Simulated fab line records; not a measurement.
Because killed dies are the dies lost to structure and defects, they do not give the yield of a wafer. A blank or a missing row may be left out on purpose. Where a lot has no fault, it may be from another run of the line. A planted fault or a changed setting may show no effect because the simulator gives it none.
Chamber matching	flow n5 finfet	N5_BEOL_M4_VIA_ETCH_34 on rie diel-01 has 4 sister chambers
The step etches the open film in C4F6/O2, target depth 69.4 nm, time 65.9 s. 8 wafers are shown with their chamber, then 11 later ones without.

WAFERS WITH THEIR CHAMBER
wafer	chamber	drypump motor current A (A)	throttle valve pct (%)
L083.4	2	6.2	31.23
L085.5	1	5.9	30.53
L087.4	0	6.2	31.03
L087.6	1	5.9	30.52
L088.2	2	6.2	31.23
L088.3	3	5.1	30.41
L088.5	3	5.2	30.43
L091.2	0	6.2	31.04

WAFERS WITHOUT THEIR CHAMBER
wafer	drypump motor current A (A)	throttle valve pct (%)
L091.4	6.2	31.24
L091.6	6.2	31.24
L090.1	5.1	30.41
L090.5	5.2	30.42
L090.6	6.2	31.23
L092.2	5.2	30.43
L092.5	6.2	31.24
L092.6	5.9	30.54
L097.1	6.2	31.26
L097.4	6.0	30.55
L097.5	6.2	31.27

EACH ONE'S CHAMBER
wafer	from the rows above	in truth
L091.4	2	2
L091.6	2	2
L090.1	3	3
L090.5	3	3
L090.6	2	2
L092.2	3	3
L092.5	2	2
L092.6	1	1
L097.1	2	2
L097.4	1	1
L097.5	2	2
Correct placement for 11 of the 11. Number that these rows cannot place: 0. Placed wrongly: 0.
How it was worked out, from the rows above alone: a wafer's distance from a chamber is the root of the sum, over the readings, of the square of ((its reading less the chamber's mean) divided by the reading's scatter). If the next closest chamber is less than 2 further off than the closest, the wafer can't be placed; otherwise it belongs to the closest. Each chamber's mean is taken over the wafers shown for it. The scatter: take each reading less its chamber's mean, square it, sum over the shown wafers, divide by the number of wafers less the number of chambers, and take the root.
